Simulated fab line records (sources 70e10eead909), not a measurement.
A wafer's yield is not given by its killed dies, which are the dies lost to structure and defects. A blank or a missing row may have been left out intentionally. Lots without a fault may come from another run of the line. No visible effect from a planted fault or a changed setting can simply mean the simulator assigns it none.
fab line records	flow nand_harc
record: lots: 12	wafers: 36	last_day: 33
route steps=1302 shown A_SGD_CUT@905 A_SLIT@923
lots untouched by any fault: they come from a run of this same line in which no faults occurred
start_h: hours from the record's first day to the start of the lot's first wafer shown	wait_h: hours since the lot's step before	" repeats the value in the row above	L1.1+2: a row that stands for several wafers	- no value present, or no start provided	* or withheld: withheld	< > ~ a bound
route shown NAME@n: names a module that has steps shown in the file, with the first one's number in the route	usual: average and standard deviation across the fault-free wafers	same: alike in all rows	chamber/n: place in a boat	sites: per-site readings	_std_site: their standard deviation	_edge_site: outer sites' mean less inner sites'	radius_mm: how far each site lies from the wafer's centre	mask NAME#n: copy n	behind: tool/chamber where the wafer was last shaped	hold: why the lot went on hold/how many hours it stayed there/how the hold came to an end	device: whichever transistor did not switch (one of n, p or np)	end of line: the same wafers' tests at the end of the route	where a step has no rows: the recipe by itself	killed: the dies lost at the first sort to structure and to defects; this is not the yield of the wafer	map: a wafer's dies, marking killed ones x, the rest . and places with no die _
set.NAME: the setting the step ran with; set.NAME@STEP: the setting that earlier step ran with	model.NAME: the simulator's own value behind a step, which no gauge read
steps of the route over a sample of lots; a table a step, a row a wafer
services: the hour from which a tool's chamber was out of use, counted from the record's first day as start_h (under 0 if before that day), plus the number of hours and why
== steps ==
step: NHARC_A_SGD_CUT_ETCH_58
recipe: target_depth_a: 390	over_etch_frac: 0.3	time_s: 65	ion_energy_ev: 80	cf4_flow_sccm: 150	ar_flow_sccm: 0	rf_w: 300	bias_w: 100	chemistry: CF4
usual: bias_w: 99.99/0.29	drypump_motor_current_A: 5.4/0.46	oes_product_au: 1.002/0.0086	rf_vpp_V: 151.5/1.2	showerhead_plenum_p_Torr: 1.78/0.068	throttle_valve_pct: 13.283/0.0095
lot.wafer	tool	chamber	start_h	wait_h	bias_w	drypump_motor_current_A	oes_product_au	rf_hours_counter_h	rf_vpp_V	showerhead_plenum_p_Torr	throttle_valve_pct
L147.3	rie_diel-03	3	446.13	0.1	99.74	4.9	0.990	12	152.1	1.79	13.285
L147.1	"	0	"	"	99.88	5.4	1.005	14	149.7	1.73	13.287
L147.2	"	2	"	"	99.54	6.6	1.005	13	152.1	1.84	13.281
L150.4	rie_diel-12	2	466.75	0.1	99.69	5.3	1.009	0	150.3	1.71	13.294
L150.6	"	0	"	"	100.09	5.2	0.999	-	152.6	1.83	13.281
L150.5	"	1	"	"	100.24	6.0	1.010	-	151.0	1.79	13.287
L151.3	rie_diel-06	0	466.93	0.1	100.25	5.5	0.999	9	151.0	1.82	13.277
L151.6	"	2	"	"	100.10	5.0	1.010	-	149.2	1.65	13.297
L151.4	"	0	"	"	100.26	5.5	0.993	-	152.5	1.82	13.284
L154.2	rie_diel-03	1	502.12	0.1	99.42	4.9	1.007	2	150.6	1.71	13.292
L154.3	"	2	"	"	99.82	6.6	1.007	3	150.8	1.84	13.277
L154.5	"	3	"	"	100.06	4.9	1.005	-	151.3	1.79	13.283
L158.4	rie_diel-12	2	548.66	0.1	99.89	5.3	0.995	5	150.3	1.71	13.285
L158.3	"	1	"	"	100.63	6.0	1.000	5	151.7	1.79	13.274
L158.6	"	2	"	"	99.67	5.3	0.996	-	151.4	1.71	13.275
L159.4	rie_diel-03	3	556.42	0.1	99.29	4.9	0.996	8	152.3	1.79	13.280
L159.5	"	0	"	"	99.77	5.4	0.989	-	151.4	1.73	13.266
L159.6	"	1	"	"	99.86	4.9	1.001	-	152.9	1.71	13.284
L163.4	rie_diel-12	1	609.35	0.1	100.16	6.0	1.006	7	153.4	1.79	13.301
L163.1	"	2	"	"	99.96	5.3	1.017	7	151.8	1.71	13.284
L163.3	"	0	"	"	99.63	5.2	1.008	6	152.7	1.83	13.280
L164.3	rie_diel-06	3	617.24	0.1	99.42	5.8	1.003	9	153.4	1.85	13.288
L164.2	"	1	"	"	99.72	5.6	1.006	8	152.9	1.88	13.273
L164.5	"	2	"	"	99.84	5.0	0.997	-	150.8	1.65	13.284
L166.1	rie_diel-06	1	628.50	0.1	100.21	5.6	0.997	9	151.9	1.88	13.266
L166.3	"	0	"	"	99.90	5.5	0.999	9	150.6	1.82	13.272
L166.5	"	1	"	"	100.34	5.6	0.998	-	153.2	1.88	13.273
L165.1	rie_diel-06	1	629.16	0.1	100.12	5.6	1.002	9	153.6	1.88	13.271
L165.2	"	2	"	"	99.33	5.0	1.011	10	149.9	1.65	13.286
L165.4	"	3	"	"	100.06	5.8	0.999	10	152.3	1.85	13.273
L168.2	rie_diel-06	2	648.38	0.1	99.78	5.0	0.994	11	152.1	1.65	13.295
L168.4	"	3	"	"	100.29	5.9	0.993	11	152.5	1.85	13.285
L168.5	"	1	"	"	99.96	5.6	0.990	-	153.0	1.88	13.271
L169.4	rie_diel-12	2	653.65	0.1	99.74	5.3	1.010	1	150.4	1.71	13.285
L169.6	"	2	"	"	99.84	5.4	1.023	-	149.2	1.71	13.303
L169.5	"	3	"	"	99.73	5.1	1.003	-	150.9	1.80	13.274
step: NHARC_A_SLIT_DEP_00
recipe: target_thk_a: 62000	temp_c: 400	material: aC
usual: throttle_valve_pct: 35.000/0.0091
lot.wafer	tool	chamber	start_h	wait_h	throttle_valve_pct
L147.1	acl_dep-03	0	457.53	-	35.000
L147.2	"	0	"	"	35.005
L147.3	"	0	"	"	34.990
L151.3	acl_dep-03	0	478.62	-	35.016
L151.4	"	0	"	"	34.980
L151.6	"	0	480.48	-	34.991
L150.4	acl_dep-01	0	480.11	-	34.985
L150.5	"	0	"	"	35.008
L150.6	"	0	"	"	34.997
L154.2	acl_dep-02	0	512.79	-	34.991
L154.3	"	0	"	"	35.004
L154.5	"	0	514.65	-	34.994
L158.3	acl_dep-03	0	558.36	-	35.002
L158.4	"	0	"	"	34.992
L158.6	"	0	560.27	-	35.003
L159.4	acl_dep-02	0	567.79	-	34.996
L159.5	"	0	"	"	35.001
L159.6	"	0	"	"	35.003
L163.1	acl_dep-03	0	617.66	-	35.007
L163.3	"	0	618.91	-	35.006
L163.4	"	0	"	"	34.998
L164.2	acl_dep-02	0	626.38	-	35.003
L164.3	"	0	"	"	34.994
L164.5	"	0	628.29	-	34.993
L166.1	acl_dep-02	0	635.12	-	34.990
L166.3	"	0	636.38	-	34.991
L166.5	"	0	637.64	-	35.010
L165.1	acl_dep-01	0	637.69	-	34.999
L165.2	"	0	"	"	35.008
L165.4	"	0	639.57	-	34.999
L168.2	acl_dep-03	0	656.68	1.6	34.995
L168.4	"	0	657.91	2.7	35.010
L168.5	"	0	"	"	35.004
L169.4	acl_dep-02	0	663.80	-	34.976
L169.5	"	0	"	"	34.997
L169.6	"	0	"	"	35.003
step: NHARC_A_SLIT_EXPOSE_06
recipe: na: 1.35	dose_mj: 60.82	mask_id: SLIT
lot.wafer	tool	chamber	start_h	wait_h	mask
L147.1+2+3	arfi_scanner-02	0	461.79	-	SLIT#0
L151.3+4+6	arfi_scanner-03	0	481.67	-	SLIT#0
L150.4+5+6	arfi_scanner-03	0	482.46	-	SLIT#0
L154.2+3+5	arfi_scanner-02	0	516.34	-	SLIT#0
L158.3+4+6	arfi_scanner-03	0	561.47	-	SLIT#0
L159.4+5+6	arfi_scanner-03	0	570.13	-	SLIT#0
L163.1+3+4	arfi_scanner-01	0	621.96	-	SLIT#0
L164.2+3+5	arfi_scanner-01	0	630.03	-	SLIT#0
L166.1+3+5	arfi_scanner-01	0	639.34	-	SLIT#0
L165.1+2+4	arfi_scanner-02	0	641.91	-	SLIT#0
L168.2+4+5	arfi_scanner-02	0	660.20	-	SLIT#0
L169.4+5+6	arfi_scanner-02	0	666.25	-	SLIT#0
step: NHARC_A_SLIT_OVL_MEAS_10
usual: overlay_x_nm: 0.1/0.83	overlay_y_nm: -0.2/0.7
lot.wafer	tool	chamber	start_h	wait_h	overlay_x_nm	overlay_y_nm
L147.1	overlay-02	-	462.02	-	0.0	-1.0
L147.2	"	-	"	"	0.1	-1.0
L147.3	"	-	"	"	0.9	-1.0
L151.3	overlay-02	-	481.89	-	1.1	-0.6
L151.4	"	-	"	"	1.2	-0.7
L151.6	"	-	"	"	1.0	-0.8
L150.4	overlay-01	-	482.68	-	1.0	0.2
L150.5	"	-	"	"	0.7	0.8
L150.6	"	-	"	"	1.2	0.2
L154.2	overlay-02	-	516.56	-	0.9	0.2
L154.3	"	-	"	"	0.8	0.1
L154.5	"	-	"	"	1.2	-0.5
L158.3	overlay-01	-	561.69	-	11.5	-0.1
L158.4	"	-	"	"	11.4	-0.8
L158.6	"	-	"	"	11.7	-0.9
L159.4	overlay-02	-	570.35	-	12.8	1.4
L159.5	"	-	"	"	12.4	1.0
L159.6	"	-	"	"	12.0	1.0
L163.1	overlay-02	-	622.18	-	1.4	-1.0
L163.3	"	-	"	"	1.4	-0.9
L163.4	"	-	"	"	1.4	-1.3
L164.2	overlay-02	-	630.25	-	-0.2	-1.1
L164.3	"	-	"	"	-0.6	-0.7
L164.5	"	-	"	"	-0.7	-0.3
L166.1	overlay-02	-	639.57	-	0.5	0.0
L166.3	"	-	"	"	1.5	-0.4
L166.5	"	-	"	"	0.5	-0.1
L165.1	overlay-01	-	642.14	-	0.0	0.4
L165.2	"	-	"	"	-0.2	0.1
L165.4	"	-	"	"	-0.8	0.0
L168.2	overlay-01	-	660.43	-	-0.8	-0.4
L168.4	"	-	"	"	-0.6	-0.4
L168.5	"	-	"	"	-0.7	0.1
L169.4	overlay-02	-	666.46	-	0.7	0.5
L169.5	"	-	"	"	0.3	1.1
L169.6	"	-	"	"	-0.1	1.2
step: NHARC_A_SLIT_INSPECT_11
usual: raw_defect_count: 54/35
lot.wafer	tool	chamber	start_h	wait_h	raw_defect_count
L147.1	defect_inspect-01	-	462.06	0.0	19
L147.2	"	-	"	"	23
L147.3	"	-	"	"	17
L151.3	defect_inspect-01	-	481.92	0.0	28
L151.4	"	-	"	"	17
L151.6	"	-	"	"	22
L150.4	defect_inspect-01	-	482.72	0.0	115
L150.5	"	-	"	"	108
L150.6	"	-	"	"	111
L154.2	defect_inspect-01	-	516.60	0.0	33
L154.3	"	-	"	"	25
L154.5	"	-	"	"	25
L158.3	defect_inspect-01	-	561.73	0.0	98
L158.4	"	-	"	"	77
L158.6	"	-	"	"	103
L159.4	defect_inspect-01	-	570.39	0.0	89
L159.5	"	-	"	"	99
L159.6	"	-	"	"	83
L163.1	defect_inspect-01	-	622.22	0.0	51
L163.3	"	-	"	"	59
L163.4	"	-	"	"	68
L164.2	defect_inspect-01	-	630.29	0.0	19
L164.3	"	-	"	"	33
L164.5	"	-	"	"	24
L166.1	defect_inspect-02	-	639.61	0.0	87
L166.3	"	-	"	"	99
L166.5	"	-	"	"	98
L165.1	defect_inspect-01	-	642.18	0.0	109
L165.2	"	-	"	"	118
L165.4	"	-	"	"	87
L168.2	defect_inspect-02	-	660.46	0.0	18
L168.4	"	-	"	"	14
L168.5	"	-	"	"	12
L169.4	defect_inspect-01	-	666.50	0.0	51
L169.5	"	-	"	"	49
L169.6	"	-	"	"	56
== services ==
tool	chamber	start_h	hours	kind
acl_dep-02	-	423.60	13.0	pm
rie_diel-12	-	445.43	9.0	pm
rie_diel-06	3	463.69	5.1	repair
rie_diel-12	0	469.44	3.1	repair
acl_dep-03	-	481.09	13.0	pm
arfi_scanner-02	-	484.00	4.0	pm
rie_diel-06	-	484.20	9.0	pm
arfi_scanner-03	-	495.29	1.2	repair
arfi_scanner-02	-	508.65	2.1	repair
arfi_scanner-03	-	540.00	4.0	pm
rie_diel-06	1	549.50	4.9	repair
arfi_scanner-03	-	550.44	2.9	repair
rie_diel-06	0	553.39	3.6	repair
arfi_scanner-02	-	554.19	1.2	repair
rie_diel-12	0	559.66	18.4	repair
acl_dep-03	-	566.85	5.5	repair
rie_diel-12	2	568.13	2.6	repair
arfi_scanner-03	-	575.60	1.4	repair
acl_dep-02	-	606.25	13.0	pm
arfi_scanner-02	-	614.21	7.6	repair
rie_diel-06	1	620.48	5.6	repair
arfi_scanner-02	-	656.00	4.0	pm
rie_diel-06	-	661.20	9.0	pm
acl_dep-03	-	662.09	13.0	pm
== key ==
first_sign: step: NHARC_A_SLIT_OVL_MEAS_10	reading: overlay_x_nm	direction: up	sigmas: 14	usual: 0.1	struck: 12.0
effect none on later readings
met_at NHARC_A_SLIT_EXPOSE_06
struck_lots L158,L159
tester_left_out L158,L159
not_acting_at NHARC_A_SGD_CUT_ETCH_58,NHARC_A_SLIT_DEP_00,NHARC_A_SLIT_INSPECT_11
onset_between 482.46 561.47
fault: kind: scanner_matching_overlay	tool: arfi_scanner-03	chamber: -	onset_h: 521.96	steps: NHARC_A_SLIT_EXPOSE_06	offset: 11.402
tester_left_out: of these lots the tester's yield and bins aren't shown, on N5 and GAA mostly nor the transistor test; their killed dies are dies lost to structure and defects alone, not to doping, threshold or leakage, so they don't give the yield
